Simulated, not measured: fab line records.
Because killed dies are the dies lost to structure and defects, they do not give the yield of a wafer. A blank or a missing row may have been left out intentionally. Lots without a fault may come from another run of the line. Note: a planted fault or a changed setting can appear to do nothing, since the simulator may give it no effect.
fab line records + flow n5Finfet
[record]
- lots = 5
- wafers = 13
- lastDay = 17
route steps=1938 shown BEOL_M14@1761 BEOL_M15@1773 PASSIVATION@1936
lots untouched by any fault: they come from a run of this same line in which no faults occurred
startH: start of the lot's first displayed wafer, in hours after the record's first day + waitH: hours elapsed since this lot's preceding step + " same as the row above + L1.1+2: one row covering several wafers at once + - no value, or no start was given + * or withheld: withheld + < > ~ a bound
route shown NAME@n: NAME is a module with steps in the file, n the number in the route of the first one + usual: average and standard deviation across the fault-free wafers + same: alike in all rows + chamber/n: place in a boat + sites: the reading at each site + _std_site: the values' standard deviation + _edge_site: the outer-site mean with the inner-site mean subtracted + radiusMm: for every site, how far away it sits from the centre of the wafer + mask NAME#n: copy n + behind: the most recent tool/chamber to have shaped the wafer + hold: cause of the lot's hold/its duration in hours/its outcome + device: whichever transistor did not switch (one of n, p or np) + end of line: the same wafers' tests at the end of the route + step lacking rows: just its recipe + killed: at the first sort, the dies lost to defects and structure; wafer yield is something else + map: the dies of a wafer, with x for killed, . for not killed, _ for no die there
set.NAME: setting as actually run; set.NAME@STEP: the setting as run at that earlier step + model.NAME: the simulator's own value behind a step, which no gauge read
a table for each step, a row for each wafer; lots at some steps of the route
services: when a tool's chamber went out of use (startH, in hours from the record's first day, below 0 if earlier), for how many hours, and the reason
[[steps]]
[step N5_BEOL_M14_PRE_CLEAN_42]
[recipe]
- gas = H2/He
- timeS = 30
- tempC = 300
[step N5_BEOL_M14_SPUTTER_43]
[recipe]
- material = TaN
- targetThkA = 150
- tempC = 50
- biasV = 168.6
- powerW = 15000
- chamberPressurePa = 0.12
- timeS = 24.19
[step N5_BEOL_M14_SPUTTER_44]
[recipe]
- material = Ta
- targetThkA = 150
- tempC = 50
- biasV = 80
- powerW = 15000
- chamberPressurePa = 0.07
- timeS = 24.19
[step N5_BEOL_M14_SPUTTER_45]
[recipe]
- material = Cu
- targetThkA = 1000
- tempC = -20
- biasV = 60
- powerW = 26000
- chamberPressurePa = 0.13
- timeS = 16.67
[step N5_BEOL_M14_ECD_47]
[recipe]
- material = Cu
- targetThkA = 12480
[step N5_BEOL_M14_ANNEAL_48]
[recipe]
- tempC = 225
- timeS = 90
- ambient = N2
[step N5_BEOL_M14_CMP_49]
[recipe]
- stopOn = SiO2
- tOverpolishS = 5.2
- downForcePsi = 2
- platenRpm = 80
- clearingPlatenDownForcePsi = 2
- clearingPlatenRpm = 80
- postCmpClean = cuAlkaline
- targetThkNm = 560
- clearingPlatenPadVelocityMS = 1.5917
- padVelocityMS = 1.5917
[step N5_BEOL_M14_PRE_CLEAN_52]
[recipe]
- gas = NH3
- timeS = 15
- tempC = withheld
- rfPowerW = 300
[step N5_BEOL_M14_DEP_53]
[recipe]
- material = SiCN
- targetThkA = 500
- tempC = withheld
- precursor = 3MS/NH3
- pressureTorr = 3
- rfW = 675
- timeS = 17.8
[step N5_BEOL_M15_ILD_DEP_00]
[recipe]
- material = SiO2
- targetThkA = 16293
- tempC = 400
- precursor = TEOS/O2
- pressureTorr = 6.5
- rfW = 900
- teosFlowSccm = 161.4
- gas = O2
- flowSccm = 2650
- timeS = 346.1
[usual]
- heaterPowerW = 564/110
- runLengthS = 389.2/0.53
- showerheadPlenumPTorr = 8.34/0.035
- throttleValvePct = 19.0/0.75
| lot.wafer | tool     | chamber | startH | waitH | heaterPowerW | runLengthS | showerheadPlenumPTorr | throttleValvePct | model.SiO2_of_BEOL_M15_ILD_DEP_00.thkNm |
|-----------|----------|---------|--------|-------|--------------|------------|-----------------------|------------------|-----------------------------------------|
| L295.1    | pecvd-04 | 0       | 249.44 | 0.0   | 540          | 389.2      | 8.36                  | 18.4             | 1595                                    |
| L295.5    | "        | 0       | "      | "     | 438          | 389.4      | 8.35                  | 18.5             | 1626                                    |
| L295.6    | "        | 1       | "      | "     | 611          | 389.6      | 8.29                  | 18.8             | 1664                                    |
| L299.1    | pecvd-02 | 2       | 277.79 | 0.0   | 585          | 389.1      | 8.30                  | 18.1             | 1639                                    |
| L299.4    | "        | 0       | "      | "     | 719          | 387.8      | 8.33                  | 18.3             | 1669                                    |
| L299.6    | "        | 2       | "      | "     | 708          | 389.3      | 8.30                  | 18.2             | 1674                                    |
| L314.3    | pecvd-04 | 0       | 358.81 | 0.0   | 457          | 442.0      | 8.37                  | 18.4             | 1856                                    |
| L314.4    | "        | 0       | "      | "     | 545          | 389.4      | 8.35                  | 18.6             | 1653                                    |
| L313.1    | pecvd-04 | 1       | 361.56 | 0.0   | 609          | 389.4      | 8.32                  | 19.1             | 1638                                    |
| L313.3    | "        | 2       | "      | "     | 445          | 441.8      | 8.34                  | 19.0             | 1855                                    |
| L313.5    | "        | 2       | "      | "     | 524          | 389.4      | 8.34                  | 19.2             | 1645                                    |
| L315.2    | pecvd-04 | 2       | 379.63 | 0.0   | 429          | 441.6      | 8.36                  | 18.9             | 1882                                    |
| L315.4    | "        | 2       | "      | "     | 520          | 389.1      | 8.34                  | 19.1             | 1656                                    |
[step N5_BEOL_M15_THK_MEAS_01]
[recipe]
- reads = SiO2_of_BEOL_M15_ILD_DEP_00
[usual]
- M15_ILD_THK = 1632/23
| lot.wafer | tool         | chamber | startH | waitH | M15_ILD_THK[nm] |
|-----------|--------------|---------|--------|-------|-----------------|
| L295.1    | filmMetro-02 | -       | 249.69 | 0.1   | 1595            |
| L295.5    | "            | -       | "      | "     | 1625            |
| L295.6    | "            | -       | "      | "     | 1663            |
| L299.1    | filmMetro-01 | -       | 278.04 | 0.1   | 1639            |
| L299.4    | "            | -       | "      | "     | 1669            |
| L299.6    | "            | -       | "      | "     | 1675            |
| L314.3    | filmMetro-02 | -       | 359.07 | 0.1   | 1857            |
| L314.4    | "            | -       | "      | "     | 1655            |
| L313.1    | filmMetro-02 | -       | 361.81 | 0.1   | 1638            |
| L313.3    | "            | -       | "      | "     | 1855            |
| L313.5    | "            | -       | "      | "     | 1645            |
| L315.2    | filmMetro-02 | -       | 379.88 | 0.1   | 1882            |
| L315.4    | "            | -       | "      | "     | 1655            |
[step N5_BEOL_M15_COAT_58]
[recipe]
- resist = BARC
- tempC = 205
- timeS = 60
- spinRpm = 1500
- resistThkNm = 89
[step N5_BEOL_M15_COAT_04]
[recipe]
- spinRpm = 1704
- resistThkNm = 800
[step N5_BEOL_M15_EBR_06]
[recipe]
- solvent = PGMEA
- ebrWidthMm = 1.5
[step N5_BEOL_M15_SOFTBAKE_05]
[recipe]
- tempC = 130
- timeS = 60
[step N5_BEOL_M15_EXPOSE_07]
[recipe]
- maskId = V14
- na = 0.8
- sourceShape = annular
- sigmaInner = 0.5
- sigmaOuter = 0.8
- polarization = unpolarized
- attpsmPhaseDeg = 180
- doseMj = 41.25
[step N5_BEOL_M15_PEB_08]
[recipe]
- pebTempC = 130
- pebTimeS = 90
[step N5_BEOL_M15_DEVELOP_09]
[recipe]
- developTimeS = 45
- rinseLiquid = diw
- dry = airSpin
- devTempC = 21
[step N5_BEOL_M15_HARDBAKE_14]
[recipe]
- tempC = 130
- timeS = 120
[step N5_BEOL_M15_DESCUM_15]
[recipe]
- chemistry = O2
- timeS = 7.9
- sourcePowerW = 50
- biasPowerW = 20
- pressureMtorr = 20
- rfFrequencyHz = 2.712e+07
- tempC = 40
- o2FlowSccm = 225
[step N5_BEOL_M15_ETCH_59]
[recipe]
- chemistry = N2/H2
- target = BARC
- targetDepthA = 890
- overetchA = 267
- timeS = 67.9
- ionEnergyEv = 200
- pressureMtorr = 30
- sourceW = 840
- biasW = 150
- n2FlowSccm = 200
- h2FlowSccm = 200
[step N5_BEOL_M15_VIA_ETCH_16]
[recipe]
- chemistry = C4F8/O2/Ar
- target = SiO2
- heInnerTorr = 15
- heOuterTorr = 30
- targetDepthA = 17922
- timeS = withheld
- ionEnergyEv = 800
- pressureMtorr = 20
- sourceW = 1905
- biasW = 2040
- Ar_flow_sccm = 400
- C4F8_flow_sccm = 16
- O2_flow_sccm = 12
- ends = cleared
[usual]
- chamberPressureMTorr = 19.999/0.018
- drypumpMotorCurrentA = 5.6/0.51
- oesProductAu = 0.74/0.099
- rfVppV = 2191/37
- showerheadPlenumPTorr = 3.40/0.13
- throttleValvePct = 30.66/0.28
| lot.wafer | tool       | chamber | startH | waitH | chamberPressureMTorr | drypumpMotorCurrentA | oesProductAu | rfVppV | showerheadPlenumPTorr | throttleValvePct | model.etch.depthNm | model.coat_of_BEOL_M15_COAT_04.thkNm |
|-----------|------------|---------|--------|-------|----------------------|----------------------|--------------|--------|-----------------------|------------------|--------------------|--------------------------------------|
| L295.1    | rieDiel-05 | 0       | 250.52 | 0.0   | 19.957               | 5.6                  | 0.77         | 2219   | 3.48                  | 30.29            | 1595               | 341.6                                |
| L295.5    | "          | 3       | "      | "     | 19.977               | 5.0                  | 0.85         | 2163   | 3.36                  | 30.09            | 1626               | 333.4                                |
| L295.6    | "          | 0       | "      | "     | 20.001               | 5.5                  | 0.77         | 2219   | 3.48                  | 30.28            | 1664               | 327.6                                |
| L299.1    | rieDiel-04 | 2       | 278.64 | 0.0   | 19.976               | 6.3                  | 0.61         | 2156   | 3.37                  | 30.97            | 1639               | 325.8                                |
| L299.4    | "          | 0       | "      | "     | 20.008               | 5.1                  | 0.61         | 2249   | 3.25                  | 30.59            | 1669               | 320                                  |
| L299.6    | "          | 3       | "      | "     | 19.985               | 6.1                  | 0.67         | 2158   | 3.29                  | 30.67            | 1674               | 320.4                                |
| L314.3    | rieDiel-04 | 3       | 359.67 | 0.0   | 19.996               | 6.1                  | 0.65         | 2159   | 3.27                  | 30.70            | 1856               | 283.4                                |
| L314.4    | "          | 3       | "      | "     | 20.011               | 6.1                  | 0.65         | 2159   | 3.27                  | 30.69            | 1653               | 328.4                                |
| L313.1    | rieDiel-04 | 0       | 362.29 | 0.0   | 20.053               | 5.1                  | 0.89         | 2242   | 3.63                  | 30.36            | 1638               | 326.8                                |
| L313.3    | "          | 2       | "      | "     | 20.036               | 6.3                  | 0.86         | 2152   | 3.35                  | 30.91            | 1855               | 279.8                                |
| L313.5    | "          | 3       | "      | "     | 19.998               | 6.1                  | 0.65         | 2159   | 3.27                  | 30.71            | 1645               | 335                                  |
| L315.2    | rieDiel-04 | 0       | 380.36 | 0.0   | 19.995               | 5.1                  | 0.86         | 2240   | 3.63                  | 30.34            | 1882               | 268.8                                |
| L315.4    | "          | 1       | "      | "     | 20.024               | 5.0                  | 0.60         | 2149   | 3.27                  | 30.92            | 1656               | 325.2                                |
[step N5_BEOL_M15_STRIP_63]
[recipe]
- chemistry = O2
- powerW = 600
- tempC = 60
- pressureMtorr = 30
- rfFrequencyHz = 6e+07
- biasPowerW = 0
- overashFraction = 0.3
- o2FlowSccm = 225
[step N5_BEOL_M15_STRIP_64]
[recipe]
- chemistry = O2
- powerW = 600
- tempC = 60
- pressureMtorr = 30
- rfFrequencyHz = 6e+07
- biasPowerW = 0
- overashFraction = 0.3
- o2FlowSccm = 225
[step N5_BEOL_M15_STRIP_65]
[recipe]
- chemistry = postEtchResidueRemover
- timeS = 60
- tempC = 25
- removerPh = withheld
- removerWaterWtPct = withheld
- removerFluorideWtPct = withheld
[step N5_BEOL_M15_SRD_66]
[recipe]
- timeS = 30
- tempC = 23
- rinseLiquid = diw
- dry = n2Spin
- spinRpm = 1500
- dryTimeS = 30
[step N5_BEOL_M15_COAT_56]
[recipe]
- resist = SOC
- tempC = 250
- timeS = 60
- spinRpm = 1500
- resistThkNm = 550
[step N5_BEOL_M15_ETCH_57]
[recipe]
- chemistry = N2/H2
- target = SOC
- sourceW = 3000
- biasW = 350
- timeS = 750
- ionEnergyEv = 200
- pressureMtorr = 30
- n2FlowSccm = 200
- h2FlowSccm = 200
[step N5_BEOL_M15_COAT_60]
[recipe]
- resist = BARC
- tempC = 205
- timeS = 60
- spinRpm = 1500
- resistThkNm = 89
[step N5_BEOL_M15_COAT_22]
[recipe]
- spinRpm = 1704
- resistThkNm = 800
[step N5_BEOL_M15_EBR_24]
[recipe]
- solvent = PGMEA
- ebrWidthMm = 1.5
[step N5_BEOL_M15_SOFTBAKE_23]
[recipe]
- tempC = 130
- timeS = 60
[step N5_BEOL_M15_EXPOSE_25]
[recipe]
- maskId = M15
- na = 0.8
- sourceShape = annular
- sigmaInner = 0.5
- sigmaOuter = 0.8
- polarization = unpolarized
- targetCdNm = 400
- doseMj = 35.5
[step N5_BEOL_M15_PEB_26]
[recipe]
- pebTempC = 130
- pebTimeS = 90
[step N5_BEOL_M15_DEVELOP_27]
[recipe]
- developTimeS = 45
- rinseLiquid = diw
- dry = airSpin
- devTempC = 21
[step N5_BEOL_M15_CMP_49]
[recipe]
- stopOn = SiO2
- tOverpolishS = 4.9
- downForcePsi = 2
- platenRpm = 80
- clearingPlatenDownForcePsi = 2
- clearingPlatenRpm = 80
- postCmpClean = cuAlkaline
- targetThkNm = 850
- clearingPlatenPadVelocityMS = 1.5917
- padVelocityMS = 1.5917
[usual]
- motorCurrentA = 8.0/1.1
- platenRpm = 80.00/0.051
| lot.wafer | tool   | chamber | startH | waitH | motorCurrentA | platenRpm | model.SiO2_of_BEOL_M15_ILD_DEP_00.thkNm |
|-----------|--------|---------|--------|-------|---------------|-----------|-----------------------------------------|
| L295.1    | cmp-04 | 3       | 255.81 | 0.4   | 7.1           | 80.02     | 1513                                    |
| L295.5    | "      | 0       | "      | "     | 7.6           | 79.97     | 1545                                    |
| L295.6    | "      | 1       | "      | "     | 8.2           | 79.91     | 1586                                    |
| L299.4    | cmp-04 | 0       | 294.85 | 0.1   | 7.7           | 79.96     | 1587                                    |
| L299.1    | "      | 2       | "      | "     | 7.6           | 79.97     | 1560                                    |
| L299.6    | "      | 1       | "      | "     | 7.9           | 79.94     | 1597                                    |
| L314.4    | cmp-04 | 2       | 365.78 | 0.2   | 8.3           | 80.03     | 1572                                    |
| L314.3    | "      | 3       | "      | "     | 7.2           | 79.99     | 1774                                    |
| L313.1    | cmp-01 | 0       | 366.26 | 0.5   | 8.0           | 79.97     | 1558                                    |
| L313.3    | "      | 1       | "      | "     | 7.6           | 80.00     | 1778                                    |
| L313.5    | "      | 0       | "      | "     | 7.8           | 80.03     | 1568                                    |
| L315.2    | cmp-04 | 1       | 385.96 | 0.2   | 8.1           | 79.97     | 1803                                    |
| L315.4    | "      | 2       | "      | "     | 8.0           | 80.01     | 1579                                    |
[step N5_PASSIVATION_PROBE_49]
[usual]
- defectLimitedYield = 91.5/1.6
- killed_at_M0_to_M3 = 33/10
- killed_at_M4_up = 13/5.6
- killedAtContacts = 13/6
- killedAtFrontEnd = 39/12
- killedAtOther = 3.0/2.8
- killedDies = 101/19
- killedOnRim = 13/4
- killedOpen = 65/13
- killedShort = 32/8.3
- sort_bin_5_function = 5.0/1
- sort_bin_6_memory = 3.1/0.69
- sortNPass = 1079/19
- sortYieldPct = 91.5/1.6
[same]
- grossDies = 1180
- killedAtBackSide = 0
- sort_bin_4_leakage[%] = 0
- sort_bin_8_speed[%] = 0
| lot.wafer | tool      | chamber | startH | waitH | defectLimitedYield[%] | killed_at_M0_to_M3 | killed_at_M4_up | killedAtContacts | killedAtFrontEnd | killedAtOther | killedDies | killedOnRim | killedOpen | killedShort | sort_bin_5_function[%] | sort_bin_6_memory[%] | sortNPass | sortYieldPct[%] |
|-----------|-----------|---------|--------|-------|-----------------------|--------------------|-----------------|------------------|------------------|---------------|------------|-------------|------------|-------------|------------------------|----------------------|-----------|-----------------|
| L313.1    | prober-01 | -       | 381.26 | 0.0   | 89.9                  | 38                 | 20              | 12               | 46               | 3             | 119        | 13          | 85         | 33          | 6.1                    | 3.6                  | 1061      | 89.9            |
| L315.4    | prober-01 | -       | 398.08 | 0.2   | 86.9                  | 47                 | 18              | 31               | 57               | 1             | 154        | 29          | 89         | 53          | 7.1                    | 4.7                  | 1026      | 86.9            |
// killed by level:class
L313.1 BEOL_M4:geometricParticle:open=13 FIN_SAQP:geometricParticle:open=10 BEOL_M3:geometricParticle:open=9 FIN_SAQP:geometricParticle:short=8 MOL_CONTACT_COAG:geometricParticle:open=8 BEOL_M0_SAQP:geometricParticle:open=7 BEOL_M1:geometricParticle:open=7 STI_FIN_REVEAL:geometricParticle:open=6
L315.4 MOL_CONTACT_COAG:geometricParticle:open=28 BEOL_M0_SAQP:geometricParticle:short=15 STI_FIN_REVEAL:geometricParticle:open=14 BEOL_M0_SAQP:geometricParticle:open=10 HKMG_FIN:areaEtch=10 BEOL_M2:geometricParticle:open=7 FIN_SAQP:geometricParticle:short=6 GATE_CUT:geometricParticle:short=6
[[services]]
| tool       | chamber | startH | hours | kind                          |
|------------|---------|--------|-------|-------------------------------|
| cmp-01     | -       | 230.19 | 4.0   | pm                            |
| rieDiel-05 | 2       | 243.42 | -     | clean                         |
| rieDiel-05 | 2       | 243.42 | -     | consumableReplace:focusRing   |
| cmp-04     | -       | 245.69 | 4.0   | pm                            |
| cmp-04     | -       | 249.69 | -     | consumableReplace:conditioner |
| cmp-04     | -       | 249.69 | -     | consumableReplace:pad         |
| pecvd-04   | 0       | 271.90 | 10.6  | repair                        |
| pecvd-02   | -       | 278.99 | 1.1   | repair                        |
| rieDiel-04 | 2       | 287.02 | -     | clean                         |
| rieDiel-04 | 2       | 287.02 | -     | consumableReplace:focusRing   |
| cmp-04     | -       | 299.37 | 0.3   | repair                        |
| rieDiel-04 | 0       | 309.21 | -     | clean                         |
| rieDiel-04 | 0       | 309.21 | -     | consumableReplace:esc         |
| rieDiel-04 | 0       | 309.21 | -     | consumableReplace:focusRing   |
| rieDiel-04 | 0       | 309.21 | -     | consumableReplace:showerhead  |
| rieDiel-04 | 0       | 309.21 | 25.9  | scheduledDown                 |
| rieDiel-04 | 0       | 309.21 | 25.9  | ventCycle                     |
| pecvd-04   | 0       | 320.09 | 16.5  | scheduledDown                 |
| cmp-04     | -       | 345.28 | 1.9   | repair                        |
| rieDiel-04 | 1       | 359.38 | 18.2  | repair                        |
| rieDiel-05 | 3       | 367.83 | 2.5   | repair                        |
| pecvd-04   | 1       | 370.49 | 5.5   | scheduledDown                 |
| pecvd-02   | 2       | 376.51 | 7.6   | repair                        |
| rieDiel-04 | 2       | 385.79 | 2.7   | repair                        |
[[key]]
[firstSign]
- step = N5_BEOL_M15_ILD_DEP_00
- reading = runLengthS
- direction = up
- sigmas = 99+
- usual = *
- struck = *
[effect]
- step = N5_BEOL_M15_THK_MEAS_01
- reading = M15_ILD_THK
- direction = up
- sigmas = 10
- usual = 1632
- struck = 1865
[modelEffect]
- step = N5_BEOL_M15_ILD_DEP_00
- value = SiO2_of_BEOL_M15_ILD_DEP_00.thkNm
- without = 1621
- struck = 1864
[modelEffect]
- step = N5_BEOL_M15_VIA_ETCH_16
- value = etch.depthNm
- without = 1621
- struck = 1864
[modelEffect]
- step = N5_BEOL_M15_CMP_49
- value = SiO2_of_BEOL_M15_ILD_DEP_00.thkNm
- without = 1542
- struck = 1785
metAt N5_BEOL_M15_ILD_DEP_00
struckWafers L313.3,L314.3,L315.2
[baselineLoss]
- step = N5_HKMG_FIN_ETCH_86
- wafers = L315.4
onsetBetween 249.44 358.81
[fault]
- kind = processParameterDrift
- tool = pecvd-04
- chamber = -
- onsetH = 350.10
- steps = N5_BEOL_M15_ILD_DEP_00
- channel = timeS
- offset = *
- shape = step
- endH = 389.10
- scope = struckWafersOnly
- actsIn = *
- stated = *
// baselineLoss: these wafers lose ten dies or more at that step, a loss of the line's own and not of a fault; the sort's usual values leave them out
